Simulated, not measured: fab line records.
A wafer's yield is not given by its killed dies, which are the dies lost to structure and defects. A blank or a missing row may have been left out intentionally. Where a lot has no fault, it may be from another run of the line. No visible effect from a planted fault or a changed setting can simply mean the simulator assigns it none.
Split-lot experiment ; flow n5 finfet ; 39 wafers read across 7 lots, on a route 1938 steps long

== ABOUT THE SPLIT ==
At N5_BEOL_M6_VIA_ETCH_34 (etches SiCOH lowk in C4F6/O2, target depth 126.3 nm, time 50.9 s), the setting time s was moved away from the recipe's 50.9 s on 15 of the 39 wafers read, by -56.8% to +36.1%. This setting was run at the recipe's value on the other wafers.

The reading is taken at the split's own step.

== THE READING ==
BEOL_M6.cd nm (the simulator's own value, which no gauge read), in nm, at N5_BEOL_M6_VIA_ETCH_34 (etches SiCOH lowk in C4F6/O2, target depth 126.3 nm, time 50.9 s). The file gives no usual value for it. Across the 24 wafers here that went through the recipe, the average is 40.2 nm and the standard deviation 0.22 nm.

wafer;tool, chamber at the split;time s as run, s;against the recipe;BEOL_M6.cd nm, nm;against lot-mates on the recipe
L075.1;rie diel-03, 0;50.9;recipe;40.2;-
L075.2;rie diel-03, 1;50.9;recipe;40.6;-
L075.3;rie diel-03, 2;69.28;+36.1%;40.6;+0.3
L075.4;rie diel-03, 3;50.9;recipe;40.2;-
L075.5;rie diel-03, 3;69.28;+36.1%;40.8;+0.5
L075.6;rie diel-03, 0;69.28;+36.1%;40.4;+0.1
L079.1;rie diel-03, 1;68.18;+33.9%;40.4;+0.4
L079.2;rie diel-03, 2;50.9;recipe;40;-
L079.3;rie diel-03, 3;68.18;+33.9%;40.4;+0.4
L079.4;rie diel-03, 2;50.9;recipe;40;-
L079.5;rie diel-03, 3;50.9;recipe;40;-
L079.6;rie diel-03, 1;68.18;+33.9%;40.4;+0.4
L083.1;rie diel-02, 0;50.9;recipe;40.6;-
L083.2;rie diel-02, 1;50.9;recipe;40.4;-
L083.3;rie diel-02, 3;50.9;recipe;40.2;-
L083.4;rie diel-02, 2;50.9;recipe;40.4;-
L083.5;rie diel-02, 1;50.9;recipe;40.4;-
L083.6;rie diel-02, 0;50.9;recipe;40.4;-
L087.1;rie diel-03, 1;50.9;recipe;40;-
L087.2;rie diel-03, 0;50.9;recipe;40;-
L087.3;rie diel-03, 3;21.98;-56.8%;39.2;-0.8
L087.4;rie diel-03, 2;21.98;-56.8%;39.6;-0.4
L087.5;rie diel-03, 0;50.9;recipe;40;-
L087.6;rie diel-03, 1;21.98;-56.8%;39.2;-0.8
L090.1;rie diel-05, 0;50.9;recipe;40.2;-
L090.2;rie diel-05, 1;50.9;recipe;40.2;-
L090.4;rie diel-05, 0;50.9;recipe;40;-
L092.1;rie diel-02, 0;23.78;-53.3%;39.6;-0.7
L092.2;rie diel-02, 3;50.9;recipe;40.4;-
L092.3;rie diel-02, 1;23.78;-53.3%;39.6;-0.7
L092.4;rie diel-02, 1;50.9;recipe;40.2;-
L092.5;rie diel-02, 3;23.78;-53.3%;39.6;-0.7
L092.6;rie diel-02, 0;50.9;recipe;40.2;-
L096.1;rie diel-02, 3;30.51;-40.1%;39.6;-0.3
L096.2;rie diel-02, 2;30.51;-40.1%;39.8;-0.1
L096.3;rie diel-02, 0;50.9;recipe;39.8;-
L096.4;rie diel-02, 1;50.9;recipe;40;-
L096.5;rie diel-02, 3;30.51;-40.1%;39.6;-0.3
L096.6;rie diel-02, 0;50.9;recipe;39.8;-

FIT RESULTS
A straight line over all 39 wafers: BEOL_M6.cd nm changes by +0.0118 nm for each +1% of time s; r = +0.85; the points scatter about the line by 0.2 nm.
The same after taking each lot's own level away (the mean of its wafers on the recipe; 39 wafers): +0.0103 nm for each +1%; r = +0.90; scatter 0.14 nm.
On that fit, the largest move of time s shifts the reading by 0.59 nm.
Measured against the standard deviation above, the lots' own levels, which go from 39.87 to 40.40 nm, span 2.4 times it.
In other words, the slope is changed by the lot-to-lot level; the two fits disagree.
Check: for one of the wafers moved furthest among these (-56.8%), held out of the fit, the line's prediction against its lot-mates is -0.561 nm. Against them it came out at -0.8 nm.

== OTHER SPLITS ON THESE WAFERS ==
Before the reading, these wafers also passed through other splits. Each is held against what the fit with the lots' levels taken away leaves over:
other split on the same wafers;wafers away from the commonest value;r with BEOL_M6.cd nm (lot level and that fit taken away)
N5_SD_EPI_N_DEVELOP_08 develop time s;18;+0.22
N5_SD_EPI_P_DESCUM_14 time s;12;-0.08
N5_BEOL_M0_SAQP_PECVD_00 time s;9;+0.26
N5_BEOL_M3_CVD_47 target thk a;15;+0.06

== THE WHOLE CHAIN: every reading that the file lists as answering this split, in the file's order ==
step;what it does;reading;change (the file's fit);r (the file's)
N5_BEOL_M6_VIA_ETCH_34;etches SiCOH lowk in C4F6/O2, target depth 126.3 nm, time 50.9 s;etch.depth nm (the simulator's own value, which no gauge read);+1.24 nm for each +1% of the setting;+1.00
N5_BEOL_M6_VIA_ETCH_34;etches SiCOH lowk in C4F6/O2, target depth 126.3 nm, time 50.9 s;SOC_of_BEOL_M6_COAT_63.thk nm (the simulator's own value, which no gauge read);-0.0605 nm for each +1% of the setting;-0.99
N5_BEOL_M6_VIA_ETCH_34;etches SiCOH lowk in C4F6/O2, target depth 126.3 nm, time 50.9 s;BEOL_M6.cd nm (the simulator's own value, which no gauge read);+0.0103 nm for each +1% of the setting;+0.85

== THE FILE'S OWN FIT ==
BEOL_M6.cd nm changes by +0.0103 nm for each +1% of time s, r = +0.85.
